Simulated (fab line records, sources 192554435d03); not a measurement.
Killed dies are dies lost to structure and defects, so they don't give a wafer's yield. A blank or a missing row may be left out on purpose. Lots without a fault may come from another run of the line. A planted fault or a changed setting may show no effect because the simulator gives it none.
fab line records | flow n5_finfet
record lots=7 wafers=21
route steps=1938 shown BEOL_M12@1624 BEOL_M13@1661 BEOL_M14@1743 BEOL_M15@1779
start_h: hours from the record's first day to the start of the lot's first wafer shown | wait_h: hours since the lot's step before | " the same as in the row above | L1.1+2: a row that stands for several wafers | - no value, or no start given | * or withheld: withheld | < > ~ a bound
route shown NAME@n: a module of which the file shows steps, and the number in the route of the first | usual: mean/standard deviation of fault-free wafers | same: alike in all rows | chamber/n: place in a boat | sites: the reading at each site | _std_site: their standard deviation | _edge_site: outer sites' mean less inner sites' | radius_mm: how far each site lies from the wafer's centre | mask NAME#n: copy n | behind: the tool/chamber that last shaped the wafer | hold: why the lot was held/for how many hours/how that ended | device: the transistor (n, p or np) that didn't switch | end of line: the same wafers' tests at the end of the route | a step without rows: its recipe alone | killed: dies lost to structure and defects at the first sort, not the wafer's yield | map: a wafer's dies, x killed, . not, _ none there
set.NAME: the setting as run; set.NAME@STEP: as run at that earlier step | model.NAME: the simulator's own value behind a step, which no gauge read
lots whose settings were changed on purpose; a table a step, a row a wafer
## steps
# step N5_BEOL_M12_COAT_66
# recipe resist=SiARC temp_c=220 time_s=60 spin_rpm=1500 resist_thk_nm=110
# columns lot.wafer tool chamber start_h wait_h set.spin_rpm model.SiARC_of_BEOL_M12_COAT_66.thk_nm
L083.2 litho_track-03 0 - - 1500 110.8
L083.3 " 0 " " 1500 110.6
L083.4 " 0 " " 1500 110.4
L086.2 litho_track-01 0 - - 1500 109.6
L086.3 " 0 " " 1500 109.8
L086.6 " 0 " " 1500 110
L088.2 litho_track-02 0 - - 1500 109.8
L088.3 " 0 " " 1500 110
L088.6 " 0 " " 1569 107.6
L090.4 litho_track-02 0 - - 1500 110.4
L090.5+6 " 0 " " 1500 110.2
L092.2 litho_track-03 0 - - 1595 106.4
L092.3 " 0 " " 1500 109.8
L092.5 " 0 " " 1500 110
L094.1 litho_track-02 0 - - 1597 106.4
L094.2 " 0 " " 1500 109.8
L094.3 " 0 " " 1597 106.6
L096.3 litho_track-02 0 - - 1500 109.6
L096.4 " 0 " " 1660 104.6
L096.5 " 0 " " 1660 104.8
# step N5_BEOL_M12_COAT_22
# recipe spin_rpm=2888 resist_thk_nm=300
# step N5_BEOL_M12_EBR_24
# recipe solvent=PGMEA ebr_width_mm=1.5
# step N5_BEOL_M12_DESCUM_33
# recipe chemistry=O2 time_s=7.9 source_power_w=50 bias_power_w=20 pressure_mtorr=20 rf_frequency_hz=2.712e+07 temp_c=40 o2_flow_sccm=225
# step N5_BEOL_M12_ETCH_67
# recipe chemistry=CF4 target=SiARC target_depth_a=1430 time_s=238.3 ion_energy_ev=80 pressure_mtorr=40 source_w=545 bias_w=36 Ar_flow_sccm=100 cf4_flow_sccm=100 ends=cleared
# columns lot.wafer tool chamber start_h wait_h set.spin_rpm@BEOL_M12_COAT_66 model.etch.depth_nm model.coat_of_BEOL_M12_COAT_22.thk_nm
L083.2 rie_diel-01 1 291.63 0.0 1500 110.7 211.2
L083.3 " 3 " " 1500 110.5 213
L083.4 " 0 " " 1500 110.3 211.8
L086.2 rie_diel-03 1 299.07 0.0 1500 109.6 211.6
L086.3 " 3 " " 1500 109.8 211.4
L086.6 " 1 " " 1500 110 212
L088.2 rie_diel-06 0 317.03 0.0 1500 109.8 212.2
L088.3 " 3 " " 1500 110.1 211.4
L088.6 " 1 " " 1569 107.5 214
L090.4 rie_diel-01 2 333.26 0.0 1500 110.4 211.8
L090.5 " 2 " " 1500 110.1 211.8
L090.6 " 1 " " 1500 110.2 212.2
L092.2 rie_diel-06 3 336.35 0.0 1595 106.5 213
L092.3 " 0 " " 1500 109.7 211.4
L092.5 " 0 " " 1500 109.9 211.2
L094.1 rie_diel-03 1 350.85 0.0 1597 106.3 214.6
L094.2 " 2 " " 1500 109.9 212.4
L094.3 " 0 " " 1597 106.6 214.6
L096.3 rie_diel-03 3 361.47 0.0 1500 109.7 212
L096.4 " 1 " " 1660 104.7 214.2
L096.5 " 0 " " 1660 104.9 213.8
# step N5_BEOL_M12_ETCH_68
# recipe chemistry=N2/H2 target=SOC mask_material=SiARC source_w=3000 bias_w=350 temp_c=40 time_s=285 ion_energy_ev=200 pressure_mtorr=30 n2_flow_sccm=200 h2_flow_sccm=200
# columns lot.wafer tool chamber start_h wait_h set.spin_rpm@BEOL_M12_COAT_66 model.SiARC_of_BEOL_M12_COAT_66.thk_nm
L083.2 rie_diel-01 1 291.77 0.1 1500 86.6
L083.3 " 3 " " 1500 86.2
L083.4 " 0 " " 1500 86.8
L086.2 rie_diel-03 1 299.21 0.1 1500 85.8
L086.3 " 3 " " 1500 84.6
L086.6 " 1 " " 1500 86
L088.2 rie_diel-06 0 317.18 0.1 1500 85.8
L088.3 " 3 " " 1500 86
L088.6 " 1 " " 1569 83.2
L090.4 rie_diel-01 2 333.41 0.1 1500 86.4
L090.5 " 2 " " 1500 86.2
L090.6 " 1 " " 1500 85.8
L092.2 rie_diel-06 3 336.49 0.1 1595 82.8
L092.3 " 0 " " 1500 85.8
L092.5 " 0 " " 1500 86
L094.1 rie_diel-03 1 351.00 0.1 1597 82.4
L094.2 " 2 " " 1500 85
L094.3 " 0 " " 1597 81.6
L096.3 rie_diel-03 3 361.62 0.1 1500 84.6
L096.4 " 1 " " 1660 80.8
L096.5 " 0 " " 1660 80
# step N5_BEOL_M13_COAT_58
# recipe resist=BARC temp_c=205 time_s=60 spin_rpm=1500 resist_thk_nm=89
# columns lot.wafer tool chamber start_h wait_h set.spin_rpm model.BARC_of_BEOL_M13_COAT_58.thk_nm
L083.2+4 litho_track-04 0 293.92 0.0 1500 89
L083.3 " 0 " " 1500 89.2
L086.2 litho_track-02 0 302.61 0.0 1500 89.2
L086.3 " 0 " " 1500 89
L086.6 " 0 " " 1500 88.6
L088.2+3 litho_track-02 0 321.51 0.0 1389 92.6
L088.6 " 0 " " 1500 89.2
L090.4 litho_track-02 0 341.59 0.0 1632 85.6
L090.5 " 0 " " 1500 89
L090.6 " 0 " " 1632 85.4
L092.2+5 litho_track-05 0 341.89 0.0 1407 91.8
L092.3 " 0 " " 1500 89
L094.1 litho_track-02 0 355.68 0.0 1592 86.6
L094.2 " 0 " " 1500 89
L094.3 " 0 " " 1500 89.2
L096.3 litho_track-02 0 364.57 0.0 1500 89
L096.4 " 0 " " 1500 88.8
L096.5 " 0 " " 1414 91.8
# step N5_BEOL_M13_EXPOSE_07
# recipe mask_id=V12 na=0.93 source_shape=conventional sigma_outer=0.6 polarization=unpolarized attpsm_phase_deg=180 dose_mj=24.8
# columns lot.wafer tool chamber start_h wait_h mask set.dose_mj
L083.2+4 krf_scanner-01 0 294.03 - V12#0 26.36
L083.3 " 0 " " V12#0 24.8
L086.2+3+6 krf_scanner-01 0 302.84 - V12#0 24.8
L088.2 krf_scanner-02 0 321.74 - V12#0 24.8
L088.3+6 " 0 " " V12#0 25.73
L090.4 krf_scanner-01 0 341.83 - V12#0 24.8
L090.5+6 " 0 " " V12#0 23.62
L092.2+3 krf_scanner-02 0 342.12 - V12#0 23.16
L092.5 " 0 " " V12#0 24.8
L094.1+2 krf_scanner-01 0 355.90 - V12#0 24.24
L094.3 " 0 " " V12#0 24.8
L096.3+5 krf_scanner-02 0 364.83 - V12#0 24.8
L096.4 " 0 " " V12#0 26.29
# step N5_BEOL_M13_PEB_08
# recipe peb_temp_c=130 peb_time_s=90
# step N5_BEOL_M13_DEVELOP_09
# recipe develop_time_s=45 rinse_liquid=diw dry=air_spin dev_temp_c=21
# step N5_BEOL_M13_HARDBAKE_14
# recipe temp_c=130 time_s=120
# step N5_BEOL_M13_CD_MEAS_10
# recipe target_cd_nm=190 landing_energy_ev=500 detector=se_inlens polarity=opening
# usual cd_nm=188.5/1.9
# columns lot.wafer tool chamber start_h wait_h set.dose_mj@BEOL_M13_EXPOSE_07 cd_nm
L083.2 cd_sem-03 0 294.19 - 26.36 195.4
L083.3 " 0 " " 24.8 189.3
L083.4 " 0 " " 26.36 194.5
L086.2 cd_sem-03 0 303.01 - 24.8 188.5
L086.3 " 0 " " 24.8 186.8
L086.6 " 0 " " 24.8 190.0
L088.2 cd_sem-03 0 321.91 - 24.8 183.8
L088.3 " 0 " " 25.73 188.8
L088.6 " 0 " " 25.73 190.2
L090.4 cd_sem-02 0 341.99 - 24.8 188.9
L090.5 " 0 " " 23.62 181.6
L090.6 " 0 " " 23.62 184.3
L092.2 cd_sem-02 0 342.29 - 23.16 184.0
L092.3 " 0 " " 23.16 181.3
L092.5 " 0 " " 24.8 190.7
L094.1 cd_sem-01 0 356.08 - 24.24 186.4
L094.2 " 0 " " 24.24 188.2
L094.3 " 0 " " 24.8 189.6
L096.3 cd_sem-02 0 364.99 - 24.8 191.7
L096.4 " 0 " " 26.29 199.6
L096.5 " 0 " " 24.8 192.1
# step N5_BEOL_M13_DESCUM_15
# recipe chemistry=O2 time_s=7.9 source_power_w=50 bias_power_w=20 pressure_mtorr=20 rf_frequency_hz=2.712e+07 temp_c=40 o2_flow_sccm=225
# step N5_BEOL_M13_ETCH_59
# recipe chemistry=N2/H2 target=BARC target_depth_a=890 overetch_a=267 time_s=67.9 ion_energy_ev=200 pressure_mtorr=30 source_w=840 bias_w=150 n2_flow_sccm=200 h2_flow_sccm=200
# columns lot.wafer tool chamber start_h wait_h set.spin_rpm@BEOL_M13_COAT_58 model.etch.depth_nm
L083.2 rie_diel-02 1 294.32 0.0 1500 89.04
L083.3 " 0 " " 1500 89.16
L083.4 " 0 " " 1500 88.99
L086.2 rie_diel-05 2 303.13 0.0 1500 89.19
L086.3 " 1 " " 1500 89.01
L086.6 " 1 " " 1500 88.66
L088.2 rie_diel-04 1 322.18 0.0 1389 92.58
L088.3 " 2 " " 1389 92.62
L088.6 " 2 " " 1500 89.1
L090.4 rie_diel-04 1 342.15 0.0 1632 85.67
L090.5 " 1 " " 1500 88.97
L090.6 " 2 " " 1632 85.43
L092.2 rie_diel-05 1 342.41 0.0 1407 91.9
L092.3 " 0 " " 1500 88.97
L092.5 " 3 " " 1407 91.82
L094.1 rie_diel-02 1 356.50 0.0 1592 86.57
L094.2 " 3 " " 1500 89.01
L094.3 " 2 " " 1500 89.11
L096.3 rie_diel-02 1 365.11 0.0 1500 89.1
L096.4 " 2 " " 1500 88.73
L096.5 " 3 " " 1414 91.79
# step N5_BEOL_M13_VIA_ETCH_16
# recipe chemistry=C4F8/O2/Ar target=SiOC pressure_mtorr=30 source_w=3000 bias_w=700 Ar_flow_sccm=400 C4F8_flow_sccm=15 O2_flow_sccm=8 he_inner_torr=15 he_outer_torr=30 target_depth_a=9217 time_s=withheld ion_energy_ev=250 ends=cleared
# step N5_BEOL_M13_STRIP_63
# recipe chemistry=N2/H2 power_w=1000 temp_c=250 h2_frac=0.65 overash_fraction=0.3 pressure_mtorr=1000 n2_flow_sccm=1750 h2_flow_sccm=3250
# step N5_BEOL_M13_STRIP_64
# recipe chemistry=N2/H2 power_w=1000 temp_c=250 h2_frac=0.65 overash_fraction=0.3 pressure_mtorr=withheld n2_flow_sccm=1750 h2_flow_sccm=3250
# usual strip_time_to_endpoint_s=31.31/0.069
# columns lot.wafer tool chamber start_h wait_h set.spin_rpm@BEOL_M13_COAT_58 strip_time_to_endpoint_s
L083.2 plasma_asher-01 1 294.66 0.0 1500 31.32
L083.3 " 0 " " 1500 31.38
L083.4 " 1 " " 1500 31.30
L086.2 plasma_asher-01 1 303.48 0.0 1500 31.37
L086.3 " 0 " " 1500 31.31
L086.6 " 1 " " 1500 31.21
L088.2 plasma_asher-02 1 322.53 0.0 1389 32.33
L088.3 " 0 " " 1389 32.35
L088.6 " 0 " " 1500 31.33
L090.4 plasma_asher-02 1 342.52 0.0 1632 30.35
L090.5 " 1 " " 1500 31.31
L090.6 " 0 " " 1632 30.30
L092.2 plasma_asher-01 1 342.75 0.0 1407 32.15
L092.3 " 0 " " 1500 31.32
L092.5 " 1 " " 1407 32.12
L094.1 plasma_asher-01 0 356.85 0.0 1592 30.61
L094.2 " 1 " " 1500 31.31
L094.3 " 0 " " 1500 31.35
L096.3 plasma_asher-01 1 365.48 0.0 1500 31.33
L096.4 " 0 " " 1500 31.24
L096.5 " 0 " " 1414 32.11
# step N5_BEOL_M13_STRIP_71
# recipe chemistry=post_etch_residue_remover time_s=60 temp_c=25 remover_ph=withheld remover_water_wt_pct=withheld remover_fluoride_wt_pct=withheld
# step N5_BEOL_M13_SRD_72
# recipe time_s=30 temp_c=23 rinse_liquid=diw dry=n2_spin spin_rpm=1500 dry_time_s=30
# step N5_BEOL_M13_CD_MEAS_17
# recipe target_cd_nm=190 polarity=opening
# usual cd_nm=189.0/2.2
# columns lot.wafer tool chamber start_h wait_h set.dose_mj@BEOL_M13_EXPOSE_07 cd_nm
L083.2 cd_sem-03 - 294.81 0.0 26.36 196.1
L083.3 " - " " 24.8 191.2
L083.4 " - " " 26.36 196.1
L086.2 cd_sem-02 - 303.62 0.0 24.8 189.4
L086.3 " - " " 24.8 188.2
L086.6 " - " " 24.8 191.5
L088.2 cd_sem-03 - 322.68 0.0 24.8 184.5
L088.3 " - " " 25.73 188.3
L088.6 " - " " 25.73 189.5
L090.4 cd_sem-02 - 342.66 0.0 24.8 187.5
L090.5 " - " " 23.62 180.6
L090.6 " - " " 23.62 182.7
L092.2 cd_sem-01 - 342.90 0.0 23.16 184.9
L092.3 " - " " 23.16 180.8
L092.5 " - " " 24.8 190.4
L094.1 cd_sem-02 - 357.00 0.0 24.24 187.8
L094.2 " - " " 24.24 188.1
L094.3 " - " " 24.8 191.4
L096.3 cd_sem-01 - 365.61 0.0 24.8 193.4
L096.4 " - " " 26.29 200.9
L096.5 " - " " 24.8 192.8
# step N5_BEOL_M14_PEB_26
# recipe peb_temp_c=130 peb_time_s=90
# columns lot.wafer tool chamber start_h wait_h set.peb_temp_c
L083.2 litho_track-05 0 304.11 0.0 131.7
L083.3+4 " 0 " " 130
L086.2+3+6 litho_track-05 0 308.39 0.0 130
L088.2+3+6 litho_track-03 0 327.82 0.0 131.7
L090.4 litho_track-03 0 347.34 0.0 131.7
L090.5+6 " 0 " " 130
L092.2 litho_track-05 0 350.43 0.0 130
L092.3+5 " 0 " " 132.4
L094.1+2+3 litho_track-03 0 363.72 0.1 130
L096.3+4+5 litho_track-01 0 370.76 0.0 130
# step N5_BEOL_M14_DEVELOP_27
# recipe develop_time_s=45 rinse_liquid=diw dry=air_spin dev_temp_c=21
# columns lot.wafer tool chamber start_h wait_h set.develop_time_s
L083.2+3+4 litho_track-05 0 - - 45
L086.2+3+6 litho_track-05 0 - - 45
L088.2+3 litho_track-03 0 - - 45
L088.6 " 0 " " 36.01
L090.4+5 litho_track-03 0 - - 45
L090.6 " 0 " " 40.33
L092.2+3+5 litho_track-05 0 - - 47.76
L094.1 litho_track-03 0 - - 36.7
L094.2+3 " 0 " " 45
L096.3 litho_track-01 0 - - 45
L096.4+5 " 0 " " 52.8
# step N5_BEOL_M14_HARDBAKE_32
# recipe temp_c=130 time_s=120
# step N5_BEOL_M14_CD_MEAS_28
# recipe target_cd_nm=284.4 landing_energy_ev=500 detector=se_inlens
# usual cd_nm=283.4/1.8
# columns lot.wafer tool chamber start_h wait_h set.peb_temp_c@BEOL_M14_PEB_26 cd_nm
L083.2 cd_sem-02 0 304.23 - 131.7 291.1
L083.3 " 0 " " 130 283.9
L083.4 " 0 " " 130 284.7
L086.2 cd_sem-03 0 308.51 - 130 284.8
L086.3 " 0 " " 130 283.7
L086.6 " 0 " " 130 284.8
L088.2 cd_sem-03 0 327.93 - 131.7 291.1
L088.3 " 0 " " 131.7 292.0
L088.6 " 0 " " 131.7 286.8
L090.4 cd_sem-03 0 347.46 - 131.7 294.1
L090.5 " 0 " " 130 281.5
L090.6 " 0 " " 130 283.6
L092.2 cd_sem-02 0 350.54 - 130 283.9
L092.3 " 0 " " 132.4 292.4
L092.5 " 0 " " 132.4 292.5
L094.1 cd_sem-02 0 363.83 - 130 284.0
L094.2 " 0 " " 130 285.8
L094.3 " 0 " " 130 287.1
L096.3 cd_sem-01 0 370.87 - 130 279.8
L096.4 " 0 " " 130 282.6
L096.5 " 0 " " 130 280.7
# step N5_BEOL_M14_DESCUM_33
# recipe chemistry=O2 time_s=7.9 source_power_w=50 bias_power_w=20 pressure_mtorr=20 rf_frequency_hz=2.712e+07 temp_c=40 o2_flow_sccm=225
# columns lot.wafer tool chamber start_h wait_h set.peb_temp_c@BEOL_M14_PEB_26 model.BEOL_M14.cd_nm
L083.2 rie_diel-06 0 304.31 0.0 131.7 290.6
L083.3 " 2 " " 130 283.6
L083.4 " 1 " " 130 284.4
L086.2+6 rie_diel-06 1 308.60 0.0 130 284.6
L086.3 " 2 " " 130 283.6
L088.2 rie_diel-01 0 328.02 0.0 131.7 291
L088.3 " 3 " " 131.7 292
L088.6 " 1 " " 131.7 286.8
L090.4 rie_diel-01 0 347.54 0.0 131.7 294.2
L090.5 " 3 " " 130 281.6
L090.6 " 2 " " 130 283.4
L092.2 rie_diel-06 1 350.67 0.1 130 284
L092.3 " 2 " " 132.4 292.8
L092.5 " 2 " " 132.4 292.6
L094.1 rie_diel-03 2 363.97 0.1 130 283.8
L094.2 " 0 " " 130 285.6
L094.3 " 3 " " 130 -
L096.3 rie_diel-03 1 370.96 0.0 130 280.2
L096.4 " 3 " " 130 282.4
L096.5 " 0 " " 130 280.6
# step N5_BEOL_M14_ETCH_67
# recipe chemistry=CF4 target=SiARC target_depth_a=1430 time_s=238.3 ion_energy_ev=80 pressure_mtorr=40 source_w=545 bias_w=36 Ar_flow_sccm=100 cf4_flow_sccm=100 ends=cleared
# columns lot.wafer tool chamber start_h wait_h set.peb_temp_c@BEOL_M14_PEB_26 model.BEOL_M14.cd_nm
L083.2 rie_diel-06 0 304.35 0.0 131.7 286.4
L083.3 " 2 " " 130 279.6
L083.4 " 1 " " 130 280.4
L086.2+6 rie_diel-06 1 308.63 0.0 130 280.4
L086.3 " 2 " " 130 279.4
L088.2 rie_diel-01 0 328.06 0.0 131.7 287
L088.3 " 3 " " 131.7 288
L088.6 " 1 " " 131.7 282.4
L090.4 rie_diel-01 0 347.58 0.0 131.7 291
L090.5 " 3 " " 130 277.6
L090.6 " 2 " " 130 278.8
L092.2 rie_diel-06 1 350.71 0.0 130 279.6
L092.3 " 2 " " 132.4 288.8
L092.5 " 2 " " 132.4 289
L094.1 rie_diel-03 2 364.01 0.0 130 279.8
L094.2 " 0 " " 130 281.8
L094.3 " 3 " " 130 283.2
L096.3 rie_diel-03 1 370.99 0.0 130 276.2
L096.4 " 3 " " 130 278.4
L096.5 " 0 " " 130 277.2
# step N5_BEOL_M15_EXPOSE_07
# recipe mask_id=V14 na=0.8 source_shape=annular sigma_inner=0.5 sigma_outer=0.8 polarization=unpolarized attpsm_phase_deg=180 dose_mj=41.25
# columns lot.wafer tool chamber start_h wait_h mask set.dose_mj
L083.2 krf_scanner-01 0 314.21 - V14#0 42.55
L083.3+4 " 0 " " V14#0 41.25
L086.2+3+6 krf_scanner-01 0 315.15 - V14#0 41.25
L088.2 krf_scanner-02 0 333.41 - V14#0 38.68
L088.3+6 " 0 " " V14#0 41.25
L090.4+5 krf_scanner-02 0 351.76 - V14#0 41.25
L090.6 " 0 " " V14#0 42.99
L092.2+3 krf_scanner-01 0 355.47 - V14#0 41.25
L092.5 " 0 " " V14#0 40.16
L094.1+2 krf_scanner-01 0 366.94 - V14#0 41.25
L094.3 " 0 " " V14#0 38.34
L096.3+4+5 krf_scanner-02 0 373.86 - V14#0 41.25
# step N5_BEOL_M15_PEB_08
# recipe peb_temp_c=130 peb_time_s=90
# step N5_BEOL_M15_DEVELOP_09
# recipe develop_time_s=45 rinse_liquid=diw dry=air_spin dev_temp_c=21
# step N5_BEOL_M15_HARDBAKE_14
# recipe temp_c=130 time_s=120
# step N5_BEOL_M15_CD_MEAS_10
# recipe target_cd_nm=360 landing_energy_ev=500 detector=se_inlens polarity=opening
# usual cd_nm=360.4/1.6
# columns lot.wafer tool chamber start_h wait_h set.dose_mj@BEOL_M15_EXPOSE_07 cd_nm
L083.2 cd_sem-01 0 314.38 - 42.55 363.3
L083.3 " 0 " " 41.25 358.2
L083.4 " 0 " " 41.25 362.0
L086.2 cd_sem-01 0 315.32 - 41.25 359.6
L086.3 " 0 " " 41.25 361.3
L086.6 " 0 " " 41.25 359.7
L088.2 cd_sem-03 0 333.58 - 38.68 348.9
L088.3 " 0 " " 41.25 358.7
L088.6 " 0 " " 41.25 359.5
L090.4 cd_sem-03 0 351.92 - 41.25 360.4
L090.5 " 0 " " 41.25 361.5
L090.6 " 0 " " 42.99 367.2
L092.2 cd_sem-02 0 355.64 - 41.25 359.0
L092.3 " 0 " " 41.25 359.5
L092.5 " 0 " " 40.16 355.4
L094.1 cd_sem-03 0 367.11 - 41.25 359.8
L094.2 " 0 " " 41.25 361.4
L094.3 " 0 " " 38.34 350.6
L096.3 cd_sem-02 0 374.02 - 41.25 360.0
L096.4 " 0 " " 41.25 360.2
L096.5 " 0 " " 41.25 357.3
## key
split step=N5_BEOL_M12_COAT_66 setting=spin_rpm stated=1500 by=wafer
response step=N5_BEOL_M12_COAT_66 reading=model.SiARC_of_BEOL_M12_COAT_66.thk_nm change=-0.49 per=1% r=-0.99
response step=N5_BEOL_M12_ETCH_67 reading=model.etch.depth_nm change=-0.491 per=1% r=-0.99
response step=N5_BEOL_M12_ETCH_67 reading=model.coat_of_BEOL_M12_COAT_22.thk_nm change=+0.26 per=1% r=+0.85
response step=N5_BEOL_M12_ETCH_68 reading=model.SiARC_of_BEOL_M12_COAT_66.thk_nm change=-0.444 per=1% r=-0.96
split step=N5_BEOL_M13_COAT_58 setting=spin_rpm stated=1500 by=wafer
response step=N5_BEOL_M13_COAT_58 reading=model.BARC_of_BEOL_M13_COAT_58.thk_nm change=-0.437 per=1% r=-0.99
response step=N5_BEOL_M13_ETCH_59 reading=model.etch.depth_nm change=-0.438 per=1% r=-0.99
response step=N5_BEOL_M13_STRIP_64 reading=strip_time_to_endpoint_s change=* per=1% r=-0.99
split step=N5_BEOL_M13_EXPOSE_07 setting=dose_mj stated=24.8 by=wafer
response step=N5_BEOL_M13_CD_MEAS_10 reading=cd_nm change=+1.18 per=1% r=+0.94
response step=N5_BEOL_M13_CD_MEAS_17 reading=cd_nm change=+1.11 per=1% r=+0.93
split step=N5_BEOL_M14_PEB_26 setting=peb_temp_c stated=130 by=wafer
response step=N5_BEOL_M14_CD_MEAS_28 reading=cd_nm change=+5.83 per=1% r=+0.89
response step=N5_BEOL_M14_DESCUM_33 reading=model.BEOL_M14.cd_nm change=+5.86 per=1% r=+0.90
response step=N5_BEOL_M14_ETCH_67 reading=model.BEOL_M14.cd_nm change=+6.19 per=1% r=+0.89
split step=N5_BEOL_M14_DEVELOP_27 setting=develop_time_s stated=45 by=wafer
response none clear
split step=N5_BEOL_M15_EXPOSE_07 setting=dose_mj stated=41.25 by=wafer
response step=N5_BEOL_M15_CD_MEAS_10 reading=cd_nm change=+1.46 per=1% r=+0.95
